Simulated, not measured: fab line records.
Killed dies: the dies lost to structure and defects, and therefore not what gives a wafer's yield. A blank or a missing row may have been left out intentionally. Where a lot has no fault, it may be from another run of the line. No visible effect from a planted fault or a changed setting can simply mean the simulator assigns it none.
8D (eight disciplines) problem report, filled in by code ; flow n5_finfet ; the parts of the form that need people (team, actions taken, sign-off) are left out

== 1. THE PROBLEM ==
Wafers without a fault read 205, standard deviation 56; raw_defect_count at N5_MOL_CONTACT_COAG_INSPECT_57 reads a mean of 628 on 2 wafers belonging to 2 lots. Relative to the usual mean, that is a shift of +7.6 standard deviations.
The step: inspects for defects (brightfield).
First seen on wafer L593.3, day 8 22:02, on defect_inspect-02. The record holds 29 wafers of 10 lots with a number at this step. Rule for "out" (also "out of limits"): further than 4 standard deviations from the usual mean. All remaining wafers that have a number are taken as sound.

== 2. WHAT IT IS, AND WHAT IT ISN'T ==
question;is;is not
which readings at this step;raw_defect_count;-
which lots;L593, L595;L578, L579, L580, L583, L584, L592, L600, L601
which wafers of those lots;L593.3, L595.1;L593.1, L593.5, L595.3, L595.5
read on which gauges;defect_inspect-01, defect_inspect-02;-
when;from day 8 22:02;"up to then (20 sound wafers); but 7 sound wafers of L595, L600, L601 came after"

== 3. WHAT RULES OUT EACH SUSPECT ==
Counting: any tool at a process step up to the reading remains a suspect provided it ran every lot that is out. Sound lots after the first of them don't rule it out here, since some wafers of a struck lot are sound.
- the gauge at N5_MOL_CONTACT_COAG_INSPECT_57 has been ruled out. 2 gauges (defect_inspect-01, defect_inspect-02) read the wafers that are out.
- ald_sin-02 at N5_MOL_CONTACT_COAG_ALD_123 (deposits SiNx, target thk 5 nm, pulse time 1 s, purge time 2 s): kept. It ran every lot that is out, first L593 (day 8 21:07); its last sound lot up to then is L584 (day 6 11:16).
- ald_sin-02, N5_MOL_CONTACT_COAG_ALD_123: wafers that are out in chamber 0, sound lot-mates in chambers 1, 2.
Remaining after the count: ald_sin-02 at N5_MOL_CONTACT_COAG_ALD_123.

== 4. THE CAUSE (what the simulator had put in) ==
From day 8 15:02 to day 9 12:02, ald_sin-02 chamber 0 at N5_MOL_CONTACT_COAG_ALD_123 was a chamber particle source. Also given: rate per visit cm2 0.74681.
This tool alone remained once counting was done.

== 5. THE EFFECT CHAIN, in route order ==
One row per reading whose mean, taken over the struck wafers that have a number, lies over 3 standard deviations from the usual. Only readings for which the record gives a usual standard deviation are gone through. hours: the time from each lot's start at the first step in this table that gives one to its start at this step, as a median over the lots. sigmas: the change in usual standard deviations.
hours;step;reading;usual;on struck wafers;change;sigmas
0;N5_MOL_CONTACT_COAG_INSPECT_57;raw_defect_count;205;628;+423;+7.6
165;N5_PASSIVATION_PROBE_49;killed_at_contacts;11;55;+44;+7.3
Process steps it contains:
- N5_PASSIVATION_PROBE_49

== 6. HOW IT WOULD HAVE BEEN CAUGHT EARLIER ==
Counted from the fault's start at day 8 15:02, it took 7 hours until the first out-of-limits reading at a measuring or inspecting step in this record, taken at day 8 22:02.
No tool reading at N5_MOL_CONTACT_COAG_ALD_123 that has a usual standard deviation in the record was out on any struck wafer, so an alarm limit of 4 standard deviations on those readings would not have fired.
Among the 2 lots that are out, L595 began N5_MOL_CONTACT_COAG_ALD_123 on ald_sin-02 after day 8 22:02. It would have been spared by a hold on the tool at that moment.
